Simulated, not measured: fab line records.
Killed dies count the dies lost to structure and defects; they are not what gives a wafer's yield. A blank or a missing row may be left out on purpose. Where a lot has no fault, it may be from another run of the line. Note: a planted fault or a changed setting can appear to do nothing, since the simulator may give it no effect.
Matching of chambers || flow n5-finfet || N5_FIN_SAQP_MANDREL1_REMOVE_56 on rie-si-06 has 4 sister chambers
The step chemistry HBr/Cl2/O2, target a-Si, stops on SiNx, bt time 10 s. 14 wafers are shown with their chamber, then 7 later ones without.

WAFERS, EACH WITH ITS CHAMBER
{"wafer": "L081.1", "chamber": 3, "drypump-motor-current-A (A)": 5.4, "throttle-valve-pct (%)": 37.03, "oes-product-au (a.u.)": 0.980}
{"wafer": "L081.4", "chamber": 1, "drypump-motor-current-A (A)": 5.2, "throttle-valve-pct (%)": 36.63, "oes-product-au (a.u.)": 0.983}
{"wafer": "L081.6", "chamber": 3, "drypump-motor-current-A (A)": 5.4, "throttle-valve-pct (%)": 37.02, "oes-product-au (a.u.)": 0.980}
{"wafer": "L087.3", "chamber": 3, "drypump-motor-current-A (A)": 5.4, "throttle-valve-pct (%)": 37.03, "oes-product-au (a.u.)": 0.989}
{"wafer": "L087.4", "chamber": 0, "drypump-motor-current-A (A)": 5.6, "throttle-valve-pct (%)": 36.99, "oes-product-au (a.u.)": 1.014}
{"wafer": "L087.6", "chamber": 3, "drypump-motor-current-A (A)": 5.4, "throttle-valve-pct (%)": 37.02, "oes-product-au (a.u.)": 0.994}
{"wafer": "L088.1", "chamber": 3, "drypump-motor-current-A (A)": 5.4, "throttle-valve-pct (%)": 37.04, "oes-product-au (a.u.)": 0.990}
{"wafer": "L088.2", "chamber": 1, "drypump-motor-current-A (A)": 5.2, "throttle-valve-pct (%)": 36.64, "oes-product-au (a.u.)": 0.995}
{"wafer": "L088.6", "chamber": 3, "drypump-motor-current-A (A)": 5.4, "throttle-valve-pct (%)": 37.03, "oes-product-au (a.u.)": 0.992}
{"wafer": "L090.1", "chamber": 3, "drypump-motor-current-A (A)": 5.4, "throttle-valve-pct (%)": 37.03, "oes-product-au (a.u.)": 0.976}
{"wafer": "L090.2", "chamber": 1, "drypump-motor-current-A (A)": 5.2, "throttle-valve-pct (%)": 36.60, "oes-product-au (a.u.)": 0.978}
{"wafer": "L090.3", "chamber": 0, "drypump-motor-current-A (A)": 5.7, "throttle-valve-pct (%)": 36.99, "oes-product-au (a.u.)": 1.010}
{"wafer": "L092.1", "chamber": 2, "drypump-motor-current-A (A)": 6.7, "throttle-valve-pct (%)": 36.92, "oes-product-au (a.u.)": 1.007}
{"wafer": "L092.2", "chamber": 3, "drypump-motor-current-A (A)": 5.4, "throttle-valve-pct (%)": 37.01, "oes-product-au (a.u.)": 0.985}

SIGNATURES (averages over the wafers above)
{"reading": "drypump-motor-current-A", "chamber 0": 5.650, "chamber 1": 5.200, "chamber 2": 6.700, "chamber 3": 5.400, "scatter within a chamber": 0.0224}
{"reading": "throttle-valve-pct", "chamber 0": 36.9900, "chamber 1": 36.6233, "chamber 2": 36.9200, "chamber 3": 37.0263, "scatter within a chamber": 0.0121}
{"reading": "oes-product-au", "chamber 0": 1.01200, "chamber 1": 0.98533, "chamber 2": 1.00700, "chamber 3": 0.98575, "scatter within a chamber": 0.00677}
Rule: a wafer's distance from a chamber is the root of the sum, over the readings, of the square of ((its reading less the chamber's mean) divided by the reading's scatter). The wafer belongs to the nearest chamber; if the next one is less than 2 further off, it can't be placed. The scatter: take each reading less its chamber's mean, square it, sum over the shown wafers, divide by the number of wafers less the number of chambers, and take the root.

WAFERS MISSING THEIR CHAMBER
{"wafer": "L092.3", "drypump-motor-current-A (A)": 5.2, "throttle-valve-pct (%)": 36.64, "oes-product-au (a.u.)": 0.984}
{"wafer": "L093.3", "drypump-motor-current-A (A)": 5.4, "throttle-valve-pct (%)": 37.02, "oes-product-au (a.u.)": 0.987}
{"wafer": "L093.4", "drypump-motor-current-A (A)": 5.2, "throttle-valve-pct (%)": 36.62, "oes-product-au (a.u.)": 0.977}
{"wafer": "L093.6", "drypump-motor-current-A (A)": 5.4, "throttle-valve-pct (%)": 37.00, "oes-product-au (a.u.)": 0.985}
{"wafer": "L096.1", "drypump-motor-current-A (A)": 5.7, "throttle-valve-pct (%)": 36.99, "oes-product-au (a.u.)": 0.998}
{"wafer": "L096.2", "drypump-motor-current-A (A)": 5.4, "throttle-valve-pct (%)": 37.02, "oes-product-au (a.u.)": 0.981}
{"wafer": "L096.5", "drypump-motor-current-A (A)": 5.2, "throttle-valve-pct (%)": 36.64, "oes-product-au (a.u.)": 0.981}

WHICH CHAMBER EACH WENT THROUGH
{"wafer": "L092.3", "from the rows above": 1, "in truth": 1}
{"wafer": "L093.3", "from the rows above": 3, "in truth": 3}
{"wafer": "L093.4", "from the rows above": 1, "in truth": 1}
{"wafer": "L093.6", "from the rows above": 3, "in truth": 3}
{"wafer": "L096.1", "from the rows above": 0, "in truth": 0}
{"wafer": "L096.2", "from the rows above": 3, "in truth": 3}
{"wafer": "L096.5", "from the rows above": 1, "in truth": 1}
Correct placement for 7 of the 7. Left unplaced by these rows: 0. 0 placed wrongly.
